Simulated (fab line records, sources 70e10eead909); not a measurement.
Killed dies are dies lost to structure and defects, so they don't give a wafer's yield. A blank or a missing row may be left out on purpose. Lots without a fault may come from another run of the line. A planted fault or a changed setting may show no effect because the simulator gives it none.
fab line records | flow nand_harc
record lots=7 wafers=20 last_day=33
route steps=1302 shown A_M1@1181 END@1302
lots that met no fault: from a run of the same line without faults
start_h: hours from the record's first day to the start of the lot's first wafer shown | wait_h: hours since the lot's step before | " the same as in the row above | L1.1+2: a row that stands for several wafers | - no value, or no start given | * or withheld: withheld | < > ~ a bound
route shown NAME@n: a module of which the file shows steps, and the number in the route of the first | usual: mean/standard deviation of fault-free wafers | same: alike in all rows | chamber/n: place in a boat | sites: the reading at each site | _std_site: their standard deviation | _edge_site: outer sites' mean less inner sites' | radius_mm: how far each site lies from the wafer's centre | mask NAME#n: copy n | behind: the tool/chamber that last shaped the wafer | hold: why the lot was held/for how many hours/how that ended | device: the transistor (n, p or np) that didn't switch | end of line: the same wafers' tests at the end of the route | a step without rows: its recipe alone | killed: dies lost to structure and defects at the first sort, not the wafer's yield | map: a wafer's dies, x killed, . not, _ none there
set.NAME: the setting as run; set.NAME@STEP: as run at that earlier step | model.NAME: the simulator's own value behind a step, which no gauge read
lots at some steps of the route; a table a step, a row a wafer
services: from which hour (start_h, from the record's first day; less than 0 if before it) a tool's chamber was out of use, for how many hours, and why
## steps
# step NHARC_A_M1_INSPECT_11
# usual raw_defect_count=84/37
# columns lot.wafer tool chamber start_h wait_h raw_defect_count
L683.3 defect_inspect-01 - 546.30 0.0 113
L683.5 " - " " 99
L683.6 " - " " 106
L682.1 defect_inspect-01 - 554.21 0.0 68
L682.3 " - " " 49
L682.6 " - " " 74
L687.3 defect_inspect-02 - 581.99 0.0 90
L687.4 " - " " 85
L687.5 " - " " 71
L689.2 defect_inspect-02 - 604.87 0.0 78
L689.5 " - " " 93
L688.1 defect_inspect-02 - 606.71 0.0 135
L688.4 " - " " 107
L688.5 " - " " 125
L699.2 defect_inspect-01 - 702.80 0.0 66
L699.3 " - " " 62
L699.5 " - " " 77
L704.1 defect_inspect-01 - 756.32 0.0 109
L704.2 " - " " 141
L704.5 " - " " 115
# step NHARC_A_M1_DESCUM_14
# recipe time_s=3 o2_flow_sccm=200 ar_flow_sccm=0 bias_power_w=0 chemistry=O2
# step NHARC_A_M1_ETCH_35
# recipe target_depth_a=400 overetch_a=120 time_s=43.94 ion_energy_ev=200 n2_flow_sccm=150 h2_flow_sccm=150 ar_flow_sccm=0 rf_w=400 bias_w=150 chemistry=N2/H2
# usual drypump_motor_current_A=5.7/0.44 mfc_ar_sccm=0.006/0.0069 oes_product_au=1.006/0.012 rf_vpp_V=431.2/2.7 showerhead_plenum_p_Torr=2.06/0.087 throttle_valve_pct=14.171/0.0093
# columns lot.wafer tool chamber start_h wait_h drypump_motor_current_A mfc_ar_sccm oes_product_au rf_hours_counter_h rf_vpp_V showerhead_plenum_p_Torr throttle_valve_pct
L683.3 rie_diel-11 1 546.45 0.1 5.0 0.005 1.015 3.2 430.4 2.03 14.186
L683.5 " 0 " " 6.1 0 0.983 - 434.2 2.17 14.176
L683.6 " 1 " " 5.0 0.005 1.006 - 429.7 2.03 14.160
L682.1 rie_diel-08 2 554.36 0.1 5.0 0 1.005 0.0 429.0 1.98 14.164
L682.3 " 3 " " 6.5 0.019 1.013 0.0 430.2 2.00 14.189
L682.6 " 3 " " 6.5 0.019 1.004 - 428.9 2.01 14.160
L687.3 rie_diel-02 3 582.15 0.1 6.1 0 1.014 0.0 433.8 2.14 14.191
L687.4 " 0 " " 5.5 0 1.004 0.0 432.9 2.16 14.188
L687.5 " 1 " " 5.7 0.011 1.003 - 426.9 1.93 14.164
L689.2 rie_diel-08 1 605.02 0.1 5.2 0.012 0.991 2.4 433.5 2.16 14.175
L689.5 " 0 " " 5.4 0.014 0.996 - 428.2 1.94 14.178
L688.1 rie_diel-11 1 606.88 0.1 5.0 0.005 1.023 4.9 430.9 2.03 14.154
L688.5 " 1 " " 5.0 0.005 1.020 - 430.1 2.03 14.175
L688.4 " 2 " " 5.5 0.006 1.010 - 432.1 2.11 14.164
L699.3 rie_diel-11 2 702.96 0.1 5.6 0.006 1.014 2.3 431.6 2.11 14.154
L699.2 " 3 " " 6.0 0.018 0.992 2.3 433.6 2.10 14.153
L699.5 " 0 " " 6.1 0 1.004 - 433.6 2.17 14.187
L704.2 rie_diel-08 1 756.47 0.1 5.2 0.012 0.989 1.1 435.4 2.15 14.173
L704.1 " 2 " " 5.0 0 1.004 1.8 429.5 1.98 14.164
L704.5 " 3 " " 6.5 0.019 0.979 - 429.2 2.00 14.166
# step NHARC_A_M1_ETCH_15
# recipe target_depth_a=1825 time_s=91.2 c4f8_flow_sccm=withheld ar_flow_sccm=400 rf_w=600 bias_w=300 chemistry=C4F8/Ar
# step NHARC_A_M1_CD_MEAS_16
# usual cd_nm=119.6/1.1
# columns lot.wafer tool chamber start_h wait_h cd_nm
L683.3 cd_sem-03 - 546.67 - 120.4
L683.5 " - " " 120.2
L683.6 " - " " 118.7
L682.1 cd_sem-02 - 554.58 - 118.0
L682.3 " - " " 119.4
L682.6 " - " " 121.2
L687.3 cd_sem-03 - 582.36 - 121.7
L687.4 " - " " 119.9
L687.5 " - " " 118.1
L689.2 cd_sem-03 - 605.24 - 120.2
L689.5 " - " " 118.7
L688.1 cd_sem-01 - 607.13 - 120.7
L688.4 " - " " 117.6
L688.5 " - " " 119.1
L699.2 cd_sem-02 - 703.17 - 120.5
L699.3 " - " " 119.3
L699.5 " - " " 119.2
L704.1 cd_sem-01 - 756.68 - 120.8
L704.2 " - " " 120.8
L704.5 " - " " 119.3
# step NHARC_A_M1_STRIP_18
# recipe power_w=1000 n2_flow_sccm=150 h2_flow_sccm=150 ar_flow_sccm=0 bias_w=0 chemistry=N2/H2
# usual drypump_motor_current_A=5.6/0.42 mfc_ar_sccm=0.006/0.0068 oes_product_au=1.004/0.011 rf_vpp_V=90.8/0.93 showerhead_plenum_p_Torr=2.05/0.095 throttle_valve_pct=14.172/0.0086
# columns lot.wafer tool chamber start_h wait_h drypump_motor_current_A mfc_ar_sccm oes_product_au rf_hours_counter_h rf_vpp_V showerhead_plenum_p_Torr throttle_valve_pct
L683.3 rie_diel-02 2 546.79 0.1 5.7 0 1.007 7.4 90.1 1.94 14.171
L683.5 " 0 " " 5.5 0 0.988 - 91.9 2.16 14.155
L683.6 " 1 " " 5.7 0.011 1.017 - 89.5 1.93 14.161
L682.3 rie_diel-02 3 554.69 0.1 6.2 0 0.997 7.5 91.3 2.14 14.165
L682.1 " 0 " " 5.5 0 0.977 7.3 91.1 2.16 14.166
L682.6 " 2 " " 5.7 0 1.005 - 89.5 1.94 14.180
L687.4 rie_diel-11 1 582.46 0.1 5.0 0.005 1.033 4.2 90.3 2.03 14.160
L687.3 " 3 " " 5.9 0.018 1.005 4.9 89.5 2.10 14.176
L687.5 " 1 " " 5.0 0.005 1.022 - 91.8 2.03 14.160
L689.2 rie_diel-02 2 605.33 0.1 5.7 0 1.004 1.9 90.6 1.94 14.189
L689.5 " 2 " " 5.7 0 1.011 - 90.3 1.94 14.162
L688.1 rie_diel-11 1 607.27 0.1 5.0 0.005 1.022 5.0 90.8 2.03 14.175
L688.4 " 0 " " 6.1 0 0.978 - 92.7 2.17 14.174
L688.5 " 1 " " 5.0 0.005 1.015 - 91.1 2.03 14.172
L699.3 rie_diel-08 3 703.24 0.1 6.5 0.019 0.992 7.0 89.9 2.00 14.172
L699.2 " 2 " " 5.0 0 1.017 6.6 90.4 1.98 14.173
L699.5 " 3 " " 6.5 0.019 1.005 - 90.4 2.00 14.175
L704.2 rie_diel-08 2 756.78 0.1 5.0 0 1.008 1.9 88.9 1.98 14.171
L704.1 " 3 " " 6.5 0.019 0.979 2.0 91.1 2.00 14.179
L704.5 " 2 " " 5.0 0 1.005 - 89.9 1.98 14.167
# step NHARC_A_M1_ETCH_28
# recipe target_depth_a=300 over_etch_frac=0.3 time_s=72.99 ion_energy_ev=150 cf4_flow_sccm=50 n2_flow_sccm=100 ar_flow_sccm=150 rf_w=300 bias_w=100 chemistry=CF4/N2
# usual drypump_motor_current_A=5.7/0.43 mfc_ar_sccm=150.1/0.47 oes_product_au=1.005/0.011 rf_vpp_V=314.3/2.1 showerhead_plenum_p_Torr=2.64/0.11 throttle_valve_pct=19.794/0.01
# columns lot.wafer tool chamber start_h wait_h drypump_motor_current_A mfc_ar_sccm oes_product_au rf_hours_counter_h rf_vpp_V showerhead_plenum_p_Torr throttle_valve_pct
L683.3 rie_diel-02 2 - - 5.7 149.7 1.004 7.4 312.1 2.51 19.800
L683.5 " 1 " " 5.7 149.9 1.017 - 312.4 2.49 19.798
L683.6 " 2 " " 5.7 149.7 1.008 - 311.6 2.51 19.798
L682.3 rie_diel-02 0 - - 5.5 150.6 0.982 7.3 316.4 2.77 19.797
L682.1 " 1 " " 5.7 150.3 1.019 7.5 311.3 2.49 19.792
L682.6 " 3 " " 6.2 150.0 1.016 - 316.1 2.75 19.795
L687.3 rie_diel-11 0 - - 6.1 149.6 0.980 5.1 316.9 2.78 19.787
L687.4 " 2 " " 5.5 149.9 1.009 3.7 315.9 2.71 19.790
L687.5 " 3 " " 5.9 149.5 1.006 - 314.8 2.69 19.778
L689.2 rie_diel-02 2 - - 5.7 150.9 1.011 2.0 311.4 2.51 19.809
L689.5 " 3 " " 6.2 149.5 0.997 - 316.6 2.75 19.800
L688.1 rie_diel-11 2 - - 5.6 150.4 1.019 4.4 316.2 2.71 19.802
L688.5 " 0 " " 6.1 149.8 1.002 - 316.7 2.78 19.781
L688.4 " 2 " " 5.5 150.0 1.017 - 315.1 2.71 19.797
L699.2 rie_diel-08 2 - - 4.9 150.6 1.010 6.6 313.6 2.55 19.802
L699.3 " 0 " " 5.4 150.3 0.982 7.6 311.8 2.50 19.784
L699.5 " 3 " " 6.5 150.6 1.005 - 314.6 2.58 19.813
L704.2 rie_diel-08 2 - - 4.9 150.2 1.004 1.9 312.4 2.55 19.803
L704.1 " 3 " " 6.5 149.6 0.982 2.0 314.0 2.58 19.784
L704.5 " 1 " " 5.2 149.5 1.003 - 317.2 2.76 19.797
# step NHARC_A_M1_STRIP_19
# recipe time_s=600 temp_c=30 chemistry=post_etch_residue_remover
# step NHARC_A_M1_DEGAS_29
# recipe temp_c=250 time_s=60
# usual heater_power_w=340/30
# columns lot.wafer tool chamber start_h wait_h heater_power_w
L683.3 pvd_sputter-02 - 547.45 - 343
L683.6 " - " " 333
L683.5 " - " " 366
L682.3 pvd_sputter-03 - 555.31 - 283
L682.1 " - " " 287
L682.6 " - " " 356
L687.4 pvd_sputter-02 - 583.07 - 335
L687.3 " - " " 369
L687.5 " - " " 345
L689.2 pvd_sputter-01 - 605.96 - 323
L689.5 " - " " 374
L688.1 pvd_sputter-02 - 607.92 - 343
L688.4 " - " " 334
L688.5 " - " " 353
L699.2 pvd_sputter-02 - 703.88 - 361
L699.3 " - " " 345
L699.5 " - " " 340
L704.2 pvd_sputter-02 - 757.40 - 343
L704.1 " - " " 333
L704.5 " - " " 354
# step NHARC_A_M1_PRE_CLEAN_30
# recipe time_s=30 temp_c=280 gas=H2/He
# usual heater_power_w=416/37
# columns lot.wafer tool chamber start_h wait_h heater_power_w
L683.3 pvd_sputter-02 - - - 418
L683.6 " - " " 450
L683.5 " - " " 433
L682.3 pvd_sputter-03 - - - 412
L682.1 " - " " 449
L682.6 " - " " 434
L687.4 pvd_sputter-02 - - - 412
L687.3 " - " " 449
L687.5 " - " " 419
L689.2 pvd_sputter-01 - - - 364
L689.5 " - " " 398
L688.1 pvd_sputter-02 - - - 450
L688.4 " - " " 427
L688.5 " - " " 419
L699.3 pvd_sputter-02 - - - 409
L699.2 " - " " 403
L699.5 " - " " 431
L704.1 pvd_sputter-02 - - - 416
L704.2 " - " " 418
L704.5 " - " " 425
# step NHARC_A_M1_PVD_20
# recipe target_thk_a=50 bias_v=168.6 power_w=15000 chamber_pressure_pa=0.12 time_s=8.06 substrate_temp_c=50 material=TaN
# step NHARC_A_M1_PVD_21
# recipe target_thk_a=300 chamber_pressure_pa=5 power_w=5000 substrate_temp_c=30 time_s=20.49 material=Cu
# step NHARC_A_M1_ECD_22
# recipe target_thk_a=4000 bath_temp_c=25 material=Cu
# columns lot.wafer tool chamber start_h wait_h
L683.3+5+6 ecd_cu-01 0,0,1 547.90 -
L682.1+3+6 ecd_cu-01 0 555.68 -
L687.3+4+5 ecd_cu-01 1,0,1 583.53 -
L689.2+5 ecd_cu-01 1,0 606.31 -
L688.1+4+5 ecd_cu-01 0 608.34 -
L699.2+3+5 ecd_cu-01 0 704.29 -
L704.2+1+5 ecd_cu-02 1,0,1 757.76 -
# step NHARC_A_M1_ANNEAL_31
# recipe temp_c=225 time_s=90
# step NHARC_A_M1_CMP_23
# recipe t_overpolish_s=20 target_thk_nm=154.34
# usual motor_current_A=12.7/1.3 slurry_filter_dp_kPa=13.51/0.14 time_to_endpoint_s=30/3.2
# columns lot.wafer tool chamber start_h wait_h motor_current_A slurry_filter_dp_kPa time_to_endpoint_s
L683.3 cmp-01 1 548.53 - 13.1 13.58 27
L683.6 " 1 " " 13.3 13.57 29
L683.5 " 2 " " 10.9 13.47 25
L682.1 cmp-01 1 556.40 - 12.8 13.59 28
L682.3 " 3 " " 11.5 13.64 31
L682.6 " 2 " " 11.1 13.68 24
L687.4 cmp-04 0 584.19 - 15.3 13.63 34
L687.3 " 2 " " 12.0 13.38 29
L687.5 " 0 " " 14.4 13.79 60
L689.2 cmp-04 2 607.10 - 12.8 13.71 53
L689.5 " 0 " " 15.7 13.53 64
L688.1 cmp-01 3 609.01 - 11.1 13.70 37
L688.4 " 0 " " 12.3 13.33 28
L688.5 " 3 " " 12.0 13.51 61
L699.3 cmp-04 3 705.05 - 13.7 13.75 35
L699.2 " 1 " " 13.6 13.45 30
L699.5 " 3 " " 13.5 13.43 34
L704.1 cmp-04 0 758.54 - 15.8 13.42 35
L704.2 " 1 " " 13.8 13.55 30
L704.5 " 2 " " 12.6 13.43 27
# step NHARC_A_M1_THK_MEAS_24
# recipe thk_meas_gauge=xrf
# usual thk_nm=154.9/1.7
# columns lot.wafer tool chamber start_h wait_h thk_nm
L683.3 film_metro-01 - 548.84 - 152.5
L683.5 " - " " 152.2
L683.6 " - " " 153.2
L682.1 film_metro-01 - 556.71 - 153.5
L682.3 " - " " 155.8
L682.6 " - " " 153.6
L687.3 film_metro-01 - 584.50 - 153.3
L687.4 " - " " 156.9
L687.5 " - " " 156.3
L689.2 film_metro-02 - 607.36 - 155.0
L689.5 " - " " 156.8
L688.1 film_metro-02 - 609.33 - 156.3
L688.4 " - " " 155.8
L688.5 " - " " 154.8
L699.2 film_metro-01 - 705.34 - 157.4
L699.3 " - " " 158.7
L699.5 " - " " 157.5
L704.1 film_metro-02 - 758.80 - 153.1
L704.2 " - " " 154.0
L704.5 " - " " 152.2
# step NHARC_END_SORT_01
# recipe temp_c=25
# usual defect_limited_yield=91.3/3 killed_at_array=54/20 killed_at_other=0.7/0.94 killed_at_periphery=3.8/2.7 killed_dies=59/20 killed_open=3.5/1.9 killed_short=2.5/1.6
# same gross_dies=677
# columns lot.wafer tool chamber start_h wait_h defect_limited_yield[%] killed_at_array killed_at_other killed_at_periphery killed_dies killed_open killed_short
L688.1 prober-01 0 640.68 2.5 90.1 64 0 3 67 2 1
L688.4 prober-01 0 643.10 3.4 91.6 56 0 1 57 2 3
L688.5 prober-01 0 643.90 3.7 90.3 63 0 3 66 2 1
L699.2 prober-02 0 738.89 2.8 90.3 63 0 3 66 6 4
L699.3 prober-02 0 739.67 3.1 92.0 53 0 1 54 3 2
L699.5 prober-02 0 741.22 3.6 90.0 61 1 6 68 9 3
# killed by level:class
L688.1 A_CHANNEL_HOLE_D1:chamber_film_flake=35 A_CHANNEL_HOLE_D2:chamber_film_flake=19 P_STI:chamber_film_flake=2 A_CONTACT:chamber_film_flake=2 A_WL_FILL:chamber_film_flake=2 A_CHANNEL_HOLE_D1:geometric_particle:short=1 A_CHANNEL_FILL_D1:geometric_particle:open=1 A_BLC:geometric_particle:open=1
L688.4 A_CHANNEL_HOLE_D2:chamber_film_flake=27 A_CHANNEL_HOLE_D1:chamber_film_flake=17 A_STAIRCASE:chamber_film_flake=3 A_WL_FILL:chamber_film_flake=3 A_CHANNEL_FILL_D2:geometric_particle:short=2 P_BONDPAD:geometric_particle:short=1 A_ONON_D2:geometric_particle:open=1 A_SGD_CUT:geometric_particle:open=1
L688.5 A_CHANNEL_HOLE_D2:chamber_film_flake=29 A_CHANNEL_HOLE_D1:chamber_film_flake=22 A_CONTACT:chamber_film_flake=3 A_STAIRCASE:chamber_film_flake=2 P_CONTACT:geometric_particle:open=1 A_ONON_D2:geometric_particle:open=1 A_WL_FILL:geometric_particle:short=1 P_ZERO_WELL:chamber_film_flake=1
L699.2 A_CHANNEL_HOLE_D2:chamber_film_flake=32 A_CHANNEL_HOLE_D1:chamber_film_flake=12 A_SGD_CUT:chamber_film_flake=3 A_CHANNEL_FILL_D2:chamber_film_flake=2 P_CONTACT:geometric_particle:short=1 P_M0:geometric_particle:open=1 A_ONON_D1:geometric_particle:short=1 A_CHANNEL_FILL_D1:geometric_particle:open=1
L699.3 A_CHANNEL_HOLE_D2:chamber_film_flake=23 A_CHANNEL_HOLE_D1:chamber_film_flake=15 A_SLIT:chamber_film_flake=7 A_DECK1_JOINT:geometric_particle:open=2 A_CHANNEL_FILL_D2:chamber_film_flake=2 P_GATE:geometric_particle:open=1 A_ONON_D2:geometric_particle:short=1 A_M0:geometric_particle:short=1
L699.5 A_CHANNEL_HOLE_D2:chamber_film_flake=28 A_CHANNEL_HOLE_D1:chamber_film_flake=11 A_SLIT:chamber_film_flake=6 A_CONTACT:chamber_film_flake=4 P_CONTACT:geometric_particle:open=2 P_M0:geometric_particle:open=2 A_ONON_D1:geometric_particle:open=2 A_STAIRCASE:chamber_film_flake=2
## services
# columns tool chamber start_h hours kind
rie_diel-11 2 528.69 8.4 repair
ecd_cu-01 - 534.99 8.0 pm
rie_diel-08 - 544.86 9.0 pm
ecd_cu-01 - 551.47 0.8 repair
rie_diel-11 1 556.99 2.8 repair
rie_diel-02 2 566.93 5.7 repair
rie_diel-02 1 567.12 4.1 repair
cmp-04 - 568.43 4.3 repair
rie_diel-02 - 570.93 9.0 pm
cmp-04 - 600.45 2.0 repair
rie_diel-11 3 605.89 5.4 repair
rie_diel-11 - 609.50 9.0 pm
pvd_sputter-02 - 638.02 10.0 pm
ecd_cu-01 - 652.55 1.4 repair
pvd_sputter-02 - 663.24 1.0 repair
rie_diel-08 - 693.22 1.1 repair
ecd_cu-01 - 708.50 2.7 repair
rie_diel-02 3 711.97 4.3 repair
rie_diel-08 - 712.42 0.2 repair
rie_diel-11 2 720.85 5.4 repair
rie_diel-08 - 721.86 9.0 pm
rie_diel-11 2 728.76 10.1 repair
rie_diel-08 - 743.97 0.7 repair
rie_diel-02 - 748.00 9.0 pm
## key
first_sign step=NHARC_A_M1_CMP_23 reading=time_to_endpoint_s direction=up sigmas=9.2 usual=* struck=*
effect none on later readings
met_at NHARC_A_M1_ECD_22
struck_wafers L687.5,L688.5,L689.2,L689.5
onset_between 555.68 583.53
fault kind=process_parameter_drift tool=ecd_cu-01 chamber=- onset_h=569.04 steps=NHARC_A_M1_ECD_22 channel=target_thk_a offset=* shape=step end_h=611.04 scope=struck_wafers_only acts_in=* stated=*
